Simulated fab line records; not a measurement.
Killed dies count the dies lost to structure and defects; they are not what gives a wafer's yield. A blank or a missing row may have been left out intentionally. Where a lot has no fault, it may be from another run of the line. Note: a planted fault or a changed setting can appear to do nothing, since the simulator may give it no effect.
A struck lot beside a sound one | flow n5_finfet | 13 steps out of a route of 1938
Sound: the wafers L137.2, L137.4, L137.5. Wafers L131.2, L131.4, L131.6 were the ones struck. The cause is given at the end.
Each step with rows lists, per side, the tool, then ch with its chambers, then its first start. Under that, the readings that differ: sound wafers | struck wafers | difference of the means | sigmas: that difference in standard deviations of wafers without a fault.
alike: readings with means less than 2 such deviations apart, plus words and numbers identical on both sides. not compared: withheld readings, readings lacking a value on some wafer, bounds such as >300 that could conceal the same value, and numbers that have no deviation in the record and whose values overlap.
Wherever a step has rows on one side only, a row that says differs or no value, or a row with sigmas, the two part there. Numbers that don't overlap but have no deviation are shown without sigmas and don't part them. Lack of a reading on every wafer of one side parts them only where that side has two or more wafers.

first, 9 steps without rows for these wafers: N5_PMOS_HMC_CHANNEL_EPI_COAT_31 (time 60 s, resist thk 66 nm); N5_PMOS_HMC_CHANNEL_EPI_COAT_03 (resist thk 205 nm); N5_PMOS_HMC_CHANNEL_EPI_EBR_05; N5_PMOS_HMC_CHANNEL_EPI_SOFTBAKE_04 (time 60 s); N5_PMOS_HMC_CHANNEL_EPI_EXPOSE_06 (exposes mask PMOS HMC BLK, target cd 240 nm); N5_PMOS_HMC_CHANNEL_EPI_PEB_07 (peb time 60 s); N5_PMOS_HMC_CHANNEL_EPI_DEVELOP_08 (develop time 30 s); N5_PMOS_HMC_CHANNEL_EPI_DESCUM_14 (chemistry O2, time 7.9 s); N5_PMOS_HMC_CHANNEL_EPI_ETCH_32 (etches BARC in N2/H2, stops on SiO2, target depth 85.8 nm, time 50.3 s).
N5_PMOS_HMC_CHANNEL_EPI_HM_OPEN_15: chemistry CHF3/O2, target SiO2, target depth 40.6 nm, time 20.3 s.
  sound on rie_diel-05 ch 0,2,3, day 5 12:23; struck on rie_diel-03 ch 0,2, day 3 23:31
  no value came back on the struck wafers for any of 10 readings (CHF3_flow_sccm (sccm), O2_flow_sccm (sccm) and others); on the sound wafers CHF3_flow_sccm (sccm) reads 49.86 50.01 50.13
  reading                                                         | sound             | struck            | difference | sigmas
  model.CAR-ArF-block_of_PMOS_HMC_CHANNEL_EPI_COAT_03.thk_nm (nm) | 93.58 92.83 90.34 | 133.5 133.2 133.3 | +41.1      |
  not compared: rf_hours_counter_h
then, 1 step without rows for these wafers: N5_PMOS_HMC_CHANNEL_EPI_STRIP_33 (strips in N2/H2).
N5_BEOL_M4_RC_MEAS_101:
  the record has rows for the sound wafers here (prober-02 ch 0, day 11 13:17) and none for the struck ones
-- the record jumps here: 11 days lie between the struck wafers' starts before and after (it left off in module BEOL_M4 and takes up again in module PASSIVATION, whose first step shown is number 1936 of the route) --
N5_PASSIVATION_PROBE_49:
  record: rows for the struck wafers here (prober-01, day 14 17:53), none for the sound ones

## WHERE THEY PART
At N5_PMOS_HMC_CHANNEL_EPI_HM_OPEN_15 first; at N5_PASSIVATION_PROBE_49 last (within this record only).

WHY: the cause the simulator had injected
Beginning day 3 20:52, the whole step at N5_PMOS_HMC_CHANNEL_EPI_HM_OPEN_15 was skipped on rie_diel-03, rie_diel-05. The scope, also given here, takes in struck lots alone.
